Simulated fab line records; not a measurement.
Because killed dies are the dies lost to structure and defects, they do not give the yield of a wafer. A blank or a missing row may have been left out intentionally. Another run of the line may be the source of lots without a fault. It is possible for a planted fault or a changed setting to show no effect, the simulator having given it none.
Chamber matching + flow nand-harc + pecvd-04 running NHARC_A_STAIRCASE_DEP_325: 3 sister chambers
The step deposits SiO2, target thk 7200 nm. 14 wafers are shown with their chamber, then 7 later ones without.

WAFERS WITH THEIR CHAMBER
| wafer  | chamber | heater-power-w (W) |
|--------|---------|--------------------|
| L078.2 | 2       | 614                |
| L078.5 | 1       | 591                |
| L078.6 | 0       | 622                |
| L082.1 | 2       | 679                |
| L082.4 | 1       | 614                |
| L082.5 | 2       | 537                |
| L084.2 | 2       | 554                |
| L084.5 | 2       | 541                |
| L084.6 | 1       | 619                |
| L086.2 | 0       | 780                |
| L086.4 | 1       | 600                |
| L086.5 | 0       | 661                |
| L087.1 | 1       | 695                |
| L087.2 | 2       | 575                |

SIGNATURES (means of the wafers above)
| reading        | chamber 0 | chamber 1 | chamber 2 | scatter within a chamber |
|----------------|-----------|-----------|-----------|--------------------------|
| heater-power-w | 687.67    | 623.80    | 583.33    | 56.7                     |
Rule: a wafer's distance from a chamber is the root of the sum, over the readings, of the square of ((its reading less the chamber's mean) divided by the reading's scatter). If the next closest chamber is less than 2 further off than the closest, the wafer can't be placed; otherwise it belongs to the closest. The scatter: the root of (the sum of the squares of (reading less its chamber's mean) over the shown wafers, divided by (wafers less chambers)).

WAFERS WITH NO CHAMBER GIVEN
| wafer  | heater-power-w (W) |
|--------|--------------------|
| L087.5 | 614                |
| L092.1 | 673                |
| L092.3 | 777                |
| L092.5 | 617                |
| L094.2 | 660                |
| L094.3 | 802                |
| L094.5 | 621                |

WHICH CHAMBER EACH WENT THROUGH
| wafer  | from the rows above          | in truth |
|--------|------------------------------|----------|
| L087.5 | can't be placed: 1 or 2 or 0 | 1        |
| L092.1 | can't be placed: 0 or 1 or 2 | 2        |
| L092.3 | can't be placed: 0 or 1 or 2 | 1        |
| L092.5 | can't be placed: 1 or 2 or 0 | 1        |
| L094.2 | can't be placed: 0 or 1 or 2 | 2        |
| L094.3 | can't be placed: 0 or 1 or 2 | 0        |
| L094.5 | can't be placed: 1 or 2 or 0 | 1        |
0 of 7 placed correctly. From these rows, 7 cannot be placed; in 7 the true chamber is one of the candidates. Wrongly placed: 0.
